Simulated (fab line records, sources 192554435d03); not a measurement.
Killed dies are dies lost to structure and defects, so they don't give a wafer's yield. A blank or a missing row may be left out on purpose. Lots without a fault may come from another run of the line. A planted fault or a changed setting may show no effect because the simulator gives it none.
Split-lot experiment | flow n5_finfet | 7 lots, 39 wafers read, on a route of 1938 steps

THE SPLIT
At N5_ZERO_LAYER_DEVELOP_10 (develop time 60 s), the setting develop_time_s was moved away from the recipe's 60 s on 15 of the 39 wafers read, by -57.4% to +54.7%. The other wafers ran this setting at the recipe's value.

FROM THE SPLIT TO THE READING: what the file shows between them, 1 step
- N5_ZERO_LAYER_HARDBAKE_23: time 120 s

THE READING
cd_nm, in nm, at N5_ZERO_LAYER_CD_MEAS_11 (target cd 2000 nm). Fault-free wafers of this fab line usually give 2000.8 nm, standard deviation 2.1 nm.

wafer  | tool, chamber at the split | develop_time_s as run, s | against the recipe | cd_nm, nm | against lot-mates on the recipe
L075.1 | litho_track-02, 0          | 25.56                    | -57.4%             | 1977.6    | -19.9
L075.2 | litho_track-02, 0          | 60                       | recipe             | 1999.4    | -
L075.3 | litho_track-02, 0          | 25.56                    | -57.4%             | 1978.2    | -19.3
L075.4 | litho_track-02, 0          | 60                       | recipe             | 1995.8    | -
L075.5 | litho_track-02, 0          | 60                       | recipe             | 1997.3    | -
L075.6 | litho_track-02, 0          | 25.56                    | -57.4%             | 1978.9    | -18.6
L077.1 | litho_track-05, 0          | 60                       | recipe             | 2002.1    | -
L077.2 | litho_track-05, 0          | 60                       | recipe             | 2002.2    | -
L077.3 | litho_track-05, 0          | 60                       | recipe             | 2002.7    | -
L077.4 | litho_track-05, 0          | 60                       | recipe             | 2001.7    | -
L077.5 | litho_track-05, 0          | 60                       | recipe             | 2004.5    | -
L077.6 | litho_track-05, 0          | 60                       | recipe             | 2000.0    | -
L080.2 | litho_track-05, 0          | 60                       | recipe             | 1998.7    | -
L080.5 | litho_track-05, 0          | 60                       | recipe             | 1999.3    | -
L080.6 | litho_track-05, 0          | 60                       | recipe             | 1998.1    | -
L082.1 | litho_track-02, 0          | 60                       | recipe             | 2002.3    | -
L082.2 | litho_track-02, 0          | 60                       | recipe             | 2000.3    | -
L082.3 | litho_track-02, 0          | 60                       | recipe             | 1999.1    | -
L082.4 | litho_track-02, 0          | 92.83                    | +54.7%             | 2009.4    | +8.8
L082.5 | litho_track-02, 0          | 92.83                    | +54.7%             | 2009.5    | +8.9
L082.6 | litho_track-02, 0          | 92.83                    | +54.7%             | 2007.3    | +6.7
L084.1 | litho_track-04, 0          | 73.22                    | +22.0%             | 2005.1    | +3.4
L084.2 | litho_track-04, 0          | 73.22                    | +22.0%             | 2004.7    | +3.0
L084.3 | litho_track-04, 0          | 60                       | recipe             | 2000.1    | -
L084.4 | litho_track-04, 0          | 60                       | recipe             | 2001.2    | -
L084.5 | litho_track-04, 0          | 73.22                    | +22.0%             | 2004.0    | +2.3
L084.6 | litho_track-04, 0          | 60                       | recipe             | 2003.9    | -
L086.1 | litho_track-04, 0          | 27.47                    | -54.2%             | 1986.7    | -14.8
L086.2 | litho_track-04, 0          | 60                       | recipe             | 2001.1    | -
L086.3 | litho_track-04, 0          | 60                       | recipe             | 2001.1    | -
L086.4 | litho_track-04, 0          | 60                       | recipe             | 2002.4    | -
L086.5 | litho_track-04, 0          | 27.47                    | -54.2%             | 1983.8    | -17.7
L086.6 | litho_track-04, 0          | 27.47                    | -54.2%             | 1984.7    | -16.8
L091.1 | litho_track-04, 0          | 38.45                    | -35.9%             | 1990.4    | -10.9
L091.2 | litho_track-04, 0          | 38.45                    | -35.9%             | 1991.2    | -10.1
L091.3 | litho_track-04, 0          | 60                       | recipe             | 2001.7    | -
L091.4 | litho_track-04, 0          | 38.45                    | -35.9%             | 1991.4    | -9.9
L091.5 | litho_track-04, 0          | 60                       | recipe             | 2001.0    | -
L091.6 | litho_track-04, 0          | 60                       | recipe             | 2001.3    | -

THE FIT
A straight line over all 39 wafers: cd_nm changes by +0.265 nm for each +1% of develop_time_s; r = +0.93; the points scatter about the line by 3 nm.
The same after taking each lot's own level away (the mean of its wafers on the recipe; 39 wafers): +0.253 nm for each +1%; r = +0.96; scatter 2.3 nm.
On that fit, the largest move of develop_time_s shifts the reading by 15 nm.
The lots' own levels span 1997.50 to 2002.20 nm, that is 2.2 times the standard deviation above.
So the lot-to-lot level changes the slope little: the two slopes agree.
Check: with one of the wafers moved furthest among these (-57.4%) left out of the fit, the line predicts -15.4 nm for it against its lot-mates. It came out at -19.9 nm against them.

THE WHOLE CHAIN: every reading that the file lists as answering this split, in the file's order
step                     | what it does             | reading                                                           | change (the file's fit)               | r (the file's)
N5_ZERO_LAYER_CD_MEAS_11 | target cd 2000 nm        | cd_nm                                                             | +0.261 nm for each +1% of the setting | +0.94
N5_ZERO_LAYER_DESCUM_16  | chemistry O2, time 7.9 s | ZERO_LAYER.cd_nm (the simulator's own value, which no gauge read) | +0.262 nm for each +1% of the setting | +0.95

THE FILE'S OWN FIT
cd_nm changes by +0.261 nm for each +1% of develop_time_s, r = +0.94.
